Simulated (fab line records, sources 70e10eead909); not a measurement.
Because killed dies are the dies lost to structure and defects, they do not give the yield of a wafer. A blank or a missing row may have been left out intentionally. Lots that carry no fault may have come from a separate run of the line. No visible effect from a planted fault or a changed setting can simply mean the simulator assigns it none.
Chamber matching + flow nand harc + NHARC_P_BONDPAD_STRIP_15 on rie diel-08: 4 sister chambers
The step strips in O2. 20 wafers are shown with their chamber, then 10 later ones without.

== WAFERS, EACH WITH ITS CHAMBER ==
| wafer  | chamber | drypump motor current A (A) | showerhead plenum p Torr (Torr) | oes product au (a.u.) |
|--------|---------|-----------------------------|---------------------------------|-----------------------|
| L469.3 | 3       | 5.8                         | 3.72                            | 0.988                 |
| L469.5 | 2       | 5.0                         | 3.69                            | 1.017                 |
| L469.6 | 1       | 6.3                         | 3.55                            | 0.999                 |
| L472.1 | 2       | 5.0                         | 3.69                            | 1.014                 |
| L472.2 | 0       | 6.1                         | 3.54                            | 0.989                 |
| L472.6 | 1       | 6.3                         | 3.55                            | 1.002                 |
| L475.4 | 1       | 6.3                         | 3.55                            | 1.008                 |
| L475.5 | 1       | 6.3                         | 3.55                            | 1.004                 |
| L475.6 | 0       | 6.1                         | 3.54                            | 0.995                 |
| L476.4 | 2       | 5.0                         | 3.69                            | 1.005                 |
| L476.5 | 3       | 5.8                         | 3.72                            | 0.991                 |
| L476.6 | 2       | 5.0                         | 3.69                            | 1.009                 |
| L479.1 | 0       | 6.1                         | 3.53                            | 0.982                 |
| L479.3 | 1       | 6.3                         | 3.54                            | 1.009                 |
| L479.6 | 0       | 6.2                         | 3.53                            | 0.996                 |
| L482.4 | 0       | 6.1                         | 3.53                            | 0.988                 |
| L482.5 | 3       | 5.8                         | 3.72                            | 0.982                 |
| L482.6 | 0       | 6.1                         | 3.53                            | 0.978                 |
| L487.1 | 2       | 5.0                         | 3.68                            | 1.018                 |
| L487.2 | 1       | 6.2                         | 3.54                            | 1.007                 |

SIGNATURES, as means of the wafers listed above
| reading                  | chamber 0 | chamber 1 | chamber 2 | chamber 3 | scatter within a chamber |
|--------------------------|-----------|-----------|-----------|-----------|--------------------------|
| drypump motor current A  | 6.117     | 6.283     | 5.000     | 5.800     | 0.0323                   |
| showerhead plenum p Torr | 3.5333    | 3.5467    | 3.6880    | 3.7200    | 0.00465                  |
| oes product au           | 0.98800   | 1.00483   | 1.01260   | 0.98700   | 0.00552                  |
Rule: a wafer lies at a distance from a chamber equal to the root of the sum of squares, over the readings, of (its reading less the chamber's mean, divided by the reading's scatter). If the next closest chamber is less than 2 further off than the closest, the wafer can't be placed; otherwise it belongs to the closest. The scatter: take each reading less its chamber's mean, square it, sum over the shown wafers, divide by the number of wafers less the number of chambers, and take the root.

== WAFERS MISSING THEIR CHAMBER ==
| wafer  | drypump motor current A (A) | showerhead plenum p Torr (Torr) | oes product au (a.u.) |
|--------|-----------------------------|---------------------------------|-----------------------|
| L487.4 | 6.1                         | 3.53                            | 0.997                 |
| L488.3 | 6.3                         | 3.54                            | 0.995                 |
| L488.4 | 5.0                         | 3.68                            | 1.008                 |
| L488.6 | 5.0                         | 3.68                            | 1.015                 |
| L489.1 | 6.1                         | 3.53                            | 1.005                 |
| L489.2 | 5.0                         | 3.68                            | 1.010                 |
| L489.6 | 6.1                         | 3.53                            | 0.995                 |
| L490.1 | 6.1                         | 3.53                            | 1.001                 |
| L490.2 | 6.3                         | 3.54                            | 0.999                 |
| L490.4 | 5.0                         | 3.68                            | 1.013                 |

== THE CHAMBER EACH PASSED THROUGH ==
| wafer  | from the rows above | in truth |
|--------|---------------------|----------|
| L487.4 | 0                   | 0        |
| L488.3 | 1                   | 1        |
| L488.4 | 2                   | 2        |
| L488.6 | 2                   | 2        |
| L489.1 | 0                   | 0        |
| L489.2 | 2                   | 2        |
| L489.6 | 0                   | 0        |
| L490.1 | 0                   | 0        |
| L490.2 | 1                   | 1        |
| L490.4 | 2                   | 2        |
Placed correctly: 10 of 10. Can't be placed from these rows: 0. Wrongly placed: 0.
